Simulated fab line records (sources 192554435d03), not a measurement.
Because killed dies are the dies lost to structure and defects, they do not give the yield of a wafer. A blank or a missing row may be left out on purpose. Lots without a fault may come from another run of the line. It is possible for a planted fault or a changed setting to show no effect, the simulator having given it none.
What tool caused it? ; flow n5_finfet ; 24 lots, 72 wafers sampled, at 3 steps of a route of 1938

WHAT THE GAUGES READ, wafer by wafer
N5_BEOL_M7_THK_MEAS_53: measures by xrf. Usual: M7_THK gives 80.8 nm (standard deviation 1.6).
lot;measured;on;M7_THK (nm);flag
L074;day 9 20:29;film_metro-01;81.2 80.9 79.8;
L075;day 10 08:46;film_metro-01;81.0 77.9 79.2;
L077;day 10 14:28;film_metro-01;78.3 78.7 79.8;
L076;day 10 20:23;film_metro-02;81.4 78.4 80.2;
L078;day 10 23:19;film_metro-01;78.2 77.9 80.7;
L080;day 11 01:34;film_metro-01;79.9 82.0 82.3;
L079;day 11 03:37;film_metro-02;78.1 81.1 78.9;
L081;day 11 17:23;film_metro-01;82.8 82.0 79.5;
L083;day 12 02:07;film_metro-02;84.8 80.8 78.8;
L082;day 12 03:45;film_metro-02;83.0 81.5 80.6;
L084;day 12 19:58;film_metro-02;81.8 80.5 81.5;
L085;day 13 01:41;film_metro-01;79.4 80.5 82.9;
L086;day 13 02:30;film_metro-02;82.3 81.6 79.6;
L087;day 13 04:44;film_metro-02;78.5 81.4 81.3;
L089;day 13 07:52;film_metro-01;80.0 82.6 81.3;
L088;day 13 17:19;film_metro-01;80.5 78.3 81.0;
L090;day 14 01:34;film_metro-01;80.4 82.0 80.2;
L091;day 14 06:16;film_metro-01;81.9 81.7 83.7;
L092;day 14 06:43;film_metro-01;80.6 81.0 81.5;
L094;day 14 22:20;film_metro-02;79.2 82.0 82.5;
L095;day 15 05:25;film_metro-01;83.5 82.1 82.7;
L093;day 15 05:49;film_metro-02;77.9 79.3 79.0;
L096;day 15 09:17;film_metro-02;83.2 82.4 82.6;
L097;day 15 13:30;film_metro-02;79.2 79.8 79.6;

N5_BEOL_M8_OVL_MEAS_12. Usual: M8_OVL gives -0.7 nm (standard deviation 0.77).
lot;measured;on;M8_OVL (nm);flag
L074;day 9 23:11;overlay-02;-1.5 -0.5 -0.8;
L075;day 10 10:25;overlay-02;-0.6 -0.7 0.5;
L077;day 10 16:11;overlay-02;0.3 -0.6 -0.6;
L076;day 10 23:46;overlay-01;-0.8 -1.9 -0.7;
L078;day 11 00:35;overlay-01;-1.7 -2.4 -1.3;
L080;day 11 03:04;overlay-01;-0.3 -1.1 -0.7;
L079;day 11 07:13;overlay-02;-1.4 -0.3 -0.8;
L081;day 11 20:11;overlay-02;-0.5 0.0 0.0;
L083;day 12 04:13;overlay-02;-0.8 -1.5 -0.9;
L082;day 12 07:08;overlay-01;-0.3 -1.5 -0.9;
L084;day 12 23:05;overlay-02;-1.0 -1.0 -0.9;
L085;day 13 06:00;overlay-01;0.2 -0.8 -0.5;
L086;day 13 06:28;overlay-01;0.1 0.5 0.1;
L087;day 13 07:16;overlay-02;-0.8 -0.3 -0.3;
L089;day 13 10:08;overlay-02;-2.0 -1.2 -1.6;
L088;day 13 19:26;overlay-01;-1.1 -0.1 0.3;
L090;day 14 04:36;overlay-01;-1.5 0.3 -2.5;
L091;day 14 10:38;overlay-02;0.0 0.2 1.1;
L092;day 14 10:48;overlay-02;0.0 -0.7 0.5;
L094;day 15 00:25;overlay-01;-0.6 -1.6 -1.6;
L095;day 15 08:03;overlay-02;-1.3 -0.8 -1.3;
L093;day 15 08:15;overlay-01;-0.6 0.6 0.1;
L096;day 15 12:01;overlay-01;-1.4 -0.7 -1.8;
L097;day 15 16:13;overlay-01;0.2 0.0 0.7;

EACH LOT AND THE TOOL THAT RAN IT (in order: tool; ch and the chambers of the sampled wafers; start)
lot;N5_BEOL_M8_CURE_74
L074;uv_cure-03 ch 2, day 9 20:44
L075;uv_cure-03 ch 1, day 10 09:03
L077;uv_cure-03 ch 1, day 10 14:47
L076;uv_cure-03 ch 0, day 10 20:40
L078;uv_cure-03 ch 0, day 10 23:44
L080;uv_cure-01 ch 1, day 11 01:49
L079;uv_cure-02 ch 1, day 11 03:58
L081;uv_cure-03 ch 0, day 11 17:39
L083;uv_cure-01 ch 0, day 12 02:27
L082;uv_cure-03 ch 2, day 12 04:01
L084;uv_cure-03 ch 0, day 12 20:37
L085;uv_cure-03 ch 1, day 13 03:47
L086;uv_cure-03 ch 0, day 13 04:16
L087;uv_cure-03 ch 0, day 13 05:52
L089;uv_cure-01 ch 1, day 13 08:07
L088;uv_cure-03 ch 2, day 13 17:35
L090;uv_cure-01 ch 0, day 14 02:03
L091;uv_cure-02 ch 1, day 14 06:32
L092;uv_cure-03 ch 2, day 14 06:59
L094;uv_cure-03 ch 1, day 14 22:37
L095;uv_cure-01 ch 0, day 15 05:47
L093;uv_cure-01 ch 1, day 15 06:20
L096;uv_cure-03 ch 2, day 15 09:33
L097;uv_cure-03 ch 1, day 15 13:46
- N5_BEOL_M8_CURE_74: cures SiCOH lowk, time 240 s.

AS READ BY THE TOOLS THEMSELVES (means over the sampled wafers that have a number; for cases with no such wafer, the mark the record gives instead)
N5_BEOL_M8_CURE_74. Usual: lamp_power_pct 52.31 %, standard deviation 0.058; wafer_temp_C_max 386.8, standard deviation 0.55.
lot;tool;lamp_power_pct (%);wafer_temp_C_max;flag
L074;uv_cure-03;52.32;386.7;
L075;uv_cure-03;52.24;387.1;
L077;uv_cure-03;52.36;387.9;
L076;uv_cure-03;52.37;386.6;
L078;uv_cure-03;52.30;386.7;
L080;uv_cure-01;52.31;386.3;
L079;uv_cure-02;52.33;387.1;
L081;uv_cure-03;52.32;386.9;
L083;uv_cure-01;52.32;386.7;
L082;uv_cure-03;52.35;386.3;
L084;uv_cure-03;52.34;386.8;
L085;uv_cure-03;52.24;387.5;
L086;uv_cure-03;52.28;386.9;
L087;uv_cure-03;52.29;387.2;
L089;uv_cure-01;52.36;386.2;
L088;uv_cure-03;52.27;386.3;
L090;uv_cure-01;52.30;386.6;
L091;uv_cure-02;52.27;387.3;
L092;uv_cure-03;52.27;386.6;
L094;uv_cure-03;52.36;387.7;
L095;uv_cure-01;52.29;387.1;
L093;uv_cure-01;52.30;386.5;
L096;uv_cure-03;52.28;386.6;
L097;uv_cure-03;52.34;387.1;

THE ANSWER, worked out from the rows above alone
Rule: a lot counts as off when the mean over its wafers that have a number is more than 3 standard deviations away from the usual mean. Also off: a lot with no number at a reading for which 4 or more lots have one. The other lots that the step has rows for count as sound. Order of review: gauges by route order, followed by the tools' own readings, for which a lot's mean as printed above is used. At the first step where some lot is off, the reading lying furthest off is the one used; lots without a number count as furthest.
None of the lots is off at any reading shown; this tells nothing.

WHAT THE SIMULATOR PUT IN
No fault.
